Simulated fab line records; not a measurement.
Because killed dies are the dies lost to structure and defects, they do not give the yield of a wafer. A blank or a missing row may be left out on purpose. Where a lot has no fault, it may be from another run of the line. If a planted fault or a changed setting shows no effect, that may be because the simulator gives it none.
Struck lot and sound lot, side by side :: flow n5Finfet :: 28 steps out of a route of 1938
Sound: the wafers L512.1, L512.3, L512.6. Struck: wafer L515.1 (left out: L515.4, L515.5 of the same lot, which were not struck); the cause appears at the end.
At each step with rows: each side's tool, then ch and its chambers, then its first start. Under that, the readings that differ: sound wafers :: struck wafers :: difference of the means :: sigmas: that difference in standard deviations of wafers without a fault.
alike: words and numbers the same on both sides, and readings whose means are apart by under 2 such deviations; not compared: readings that were withheld, readings missing a value for some wafer, numbers with overlapping values and no deviation given by the record, and bounds like >300 which may hide the same value.
The two part at a step that has a row with sigmas, a row that says differs or no value, or rows on one side only. Non-overlapping numbers with no deviation appear without sigmas and do not part them. A reading that every wafer of one side lacks parts them only if that side has two wafers or more.

first, 1 step without rows for these wafers: N5_BEOL_M0_ECD_118 (material Cu, target thk 300 nm).
N5_BEOL_M0_ANNEAL_119: time 90 s.
  sound on rtpAnneal-01 ch 0, day 7 12:11; struck on rtpAnneal-02 ch 0, day 8 02:58
  alike: wafer_temp_C_max
then, 1 step without rows for these wafers: N5_BEOL_M0_CMP_120 (polishes, stops on SiOC, t overpolish 6.9 s).
N5_BEOL_M0_PRE_CLEAN_131: time 15 s.
  sound on cvdCo-02 ch 0,1, day 7 12:49; struck on cvdCo-02 ch 0, day 8 03:35
  alike: heaterPowerW
  not compared: susceptorTempC
then, 3 steps without rows for these wafers: N5_BEOL_M0_CO_CAP_123 (material Co, precursor CCTBA/H2, target thk 2 nm, time 102.1 s); N5_BEOL_M0_PRE_CLEAN_124 (time 15 s); N5_BEOL_M0_DEP_125 (deposits SiCN from 3MS/NH3, target thk 8 nm, time 14 s).
N5_BEOL_M0_RS_MEAS_126: measurement is done with a four-point probe.
  sound: filmMetro-02 at day 7 13:03; struck: filmMetro-02 at day 8 03:49
  alike: M0_RS
N5_BEOL_M0_INSPECT_127: inspects for defects (darkfield).
  sound: defectInspect-01 at day 7 13:04; struck: defectInspect-02 at day 8 03:50
  alike: rawDefectCount
N5_BEOL_M1_ILD_DEP_00: deposits SiOC from DEMS/O2, target thk 79 nm, time 15.3 s.
  sound on pecvd-04 ch 0,1, day 7 13:07; struck on pecvd-01 ch 1, day 8 03:52
reading: throttleValvePct (%)
sound: 12.3 13.5 13.2
struck: 10.7
difference: -2.3
sigmas: -3
  alike: heaterPowerW, showerheadPlenumPTorr, susceptorTempC
N5_BEOL_M1_THK_MEAS_01:
  sound: filmMetro-02 at day 7 13:11; struck: filmMetro-02 at day 8 03:56
  alike: M1_ILD_THK
N5_BEOL_M1_PECVD_72: deposits SiO2 from TEOS/O2, target thk 16 nm, time 18 s.
  sound on pecvd-01 ch 0,1,2, day 7 13:13; struck on pecvd-03 ch 1, day 8 03:58
  alike: heaterPowerW, showerheadPlenumPTorr, susceptorTempC, throttleValvePct
N5_BEOL_M1_HM_DEP_02: deposits TiN, target thk 20 nm.
  sound: pvdSputter-02 at day 7 14:05; struck: pvdSputter-03 at day 8 04:20
  alike: susceptorTempC, throttleValvePct
then, 9 steps without rows for these wafers: N5_BEOL_M1_COAT_61 (time 60 s, resist thk 60 nm); N5_BEOL_M1_COAT_62 (time 60 s, resist thk 12 nm); N5_BEOL_M1_COAT_73 (time 60 s, resist thk 5 nm); N5_BEOL_M1_COAT_05 (resist thk 30 nm); N5_BEOL_M1_EBR_07; N5_BEOL_M1_SOFTBAKE_06 (time 60 s); N5_BEOL_M1_EXPOSE_08 (exposes mask M1); N5_BEOL_M1_PEB_09 (peb time 60 s); N5_BEOL_M1_DEVELOP_10 (develop time 30 s).
N5_BEOL_M1_CD_MEAS_11 targets a cd of 17.05 nm.
  sound on cdSem-02 ch 0, day 7 14:29; struck on cdSem-02 ch 0, day 8 04:44
  alike: cdNm
N5_BEOL_M1_OVL_MEAS_12:
  sound on overlay-01 ch 0, day 7 14:31; struck on overlay-01 ch 0, day 8 04:46
  alike: M1_OVL
N5_BEOL_M1_INSPECT_13: inspects for defects (brightfield).
  sound: defectInspect-01 at day 7 14:34; struck: defectInspect-01 at day 8 04:49
reading: rawDefectCount
sound: 336 295 302
struck: 1398
difference: +1087
sigmas: +13
N5_BEOL_M1_DESCUM_16: chemistry O2, time 7 s.
  sound on rieDiel-06 ch 0,1,3, day 7 14:41; struck on rieDiel-04 ch 1, day 8 04:56
reading: drypumpMotorCurrentA (A)
sound: 5.4 5.7 4.9
struck: 6.3
difference: +1.0
sigmas: +3
  alike: oesProductAu, rfVppV, showerheadPlenumPTorr, tempC, throttleValvePct
  not compared: rfHoursCounterH
-- record jumps: 5 days separate the struck wafers' starts on either side; left off in module BEOL_M1, taken up again in module BEOL_M4, whose first shown step is the route's number 1111 --
N5_BEOL_M4_RC_MEAS_101:
  sound on prober-02 ch 0, day 12 00:41; struck on prober-02 ch 0, day 12 17:55
  alike: DIBL_N, DIBL_P, IOFF_N, IOFF_P, ION_N, ION_P, SS_N, SS_P, VT_N, VT_P
-- a jump in the record: the struck wafers' starts before and after are 5 days apart (it breaks off in module BEOL_M4 and resumes in module PASSIVATION, where the first step shown is number 1936 of the route) --
N5_PASSIVATION_PROBE_49:
  the record has rows for the struck wafers here (prober-02, day 17 11:48) and none for the sound ones

WHERE THEY PART
Last at N5_PASSIVATION_PROBE_49 as far as this record goes, first at N5_BEOL_M1_ILD_DEP_00.

WHY: whatever the simulator had introduced
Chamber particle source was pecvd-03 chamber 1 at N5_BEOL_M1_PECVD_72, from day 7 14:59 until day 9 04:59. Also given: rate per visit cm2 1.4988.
